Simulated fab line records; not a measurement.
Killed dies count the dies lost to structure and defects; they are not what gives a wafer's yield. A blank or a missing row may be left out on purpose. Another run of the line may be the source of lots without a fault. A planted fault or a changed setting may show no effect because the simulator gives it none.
Chamber matching + flow nand-harc + 3 sister chambers for NHARC_A_M1_DEP_33 on pecvd-01
The step deposits SiCN, target thk 30 nm. 6 wafers are shown with their chamber, then 9 later ones without.

== WAFERS, EACH WITH ITS CHAMBER ==
| wafer  | chamber | heater-power-w (W) | rf-fwd-power-W (W) |
|--------|---------|--------------------|--------------------|
| L081.2 | 0       | 526                | 447.6              |
| L083.2 | 1       | 752                | 448.8              |
| L083.6 | 2       | 708                | 448.5              |
| L094.2 | 0       | 486                | 449.5              |
| L094.5 | 1       | 648                | 450.1              |
| L094.6 | 2       | 747                | 452.4              |

== WAFERS WHOSE CHAMBER IS MISSING ==
| wafer  | heater-power-w (W) | rf-fwd-power-W (W) |
|--------|--------------------|--------------------|
| L096.1 | 676                | 451.1              |
| L096.5 | 634                | 448.1              |
| L096.6 | 688                | 448.8              |
| L093.1 | 710                | 450.4              |
| L093.5 | 709                | 451.3              |
| L093.6 | 603                | 449.0              |
| L097.1 | 638                | 449.9              |
| L097.2 | 600                | 451.5              |
| L097.6 | 543                | 449.4              |

== THE CHAMBER EACH PASSED THROUGH ==
| wafer  | from the rows above          | in truth |
|--------|------------------------------|----------|
| L096.1 | can't be placed: 1 or 2      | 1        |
| L096.5 | can't be placed: 1 or 2 or 0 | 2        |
| L096.6 | can't be placed: 1 or 2      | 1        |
| L093.1 | can't be placed: 2 or 1      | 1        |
| L093.5 | can't be placed: 2 or 1      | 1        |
| L093.6 | can't be placed: 0 or 1 or 2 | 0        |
| L097.1 | can't be placed: 1 or 2 or 0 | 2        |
| L097.2 | can't be placed: 1 or 0 or 2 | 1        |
| L097.6 | 0                            | 0        |
Correctly placed: 1 of 9. From these rows, 8 cannot be placed; in 8 the true chamber is one of the candidates. Number placed wrongly: 0.
How it was worked out, from the rows above alone: a wafer's distance from a chamber is the root of the sum, over the readings, of the square of ((its reading less the chamber's mean) divided by the reading's scatter). The wafer belongs to the nearest chamber; if the next one is less than 2 further off, it can't be placed. For every chamber, the mean is computed from those of its wafers that are shown. The scatter: the root of (the sum of the squares of (reading less its chamber's mean) over the shown wafers, divided by (wafers less chambers)).
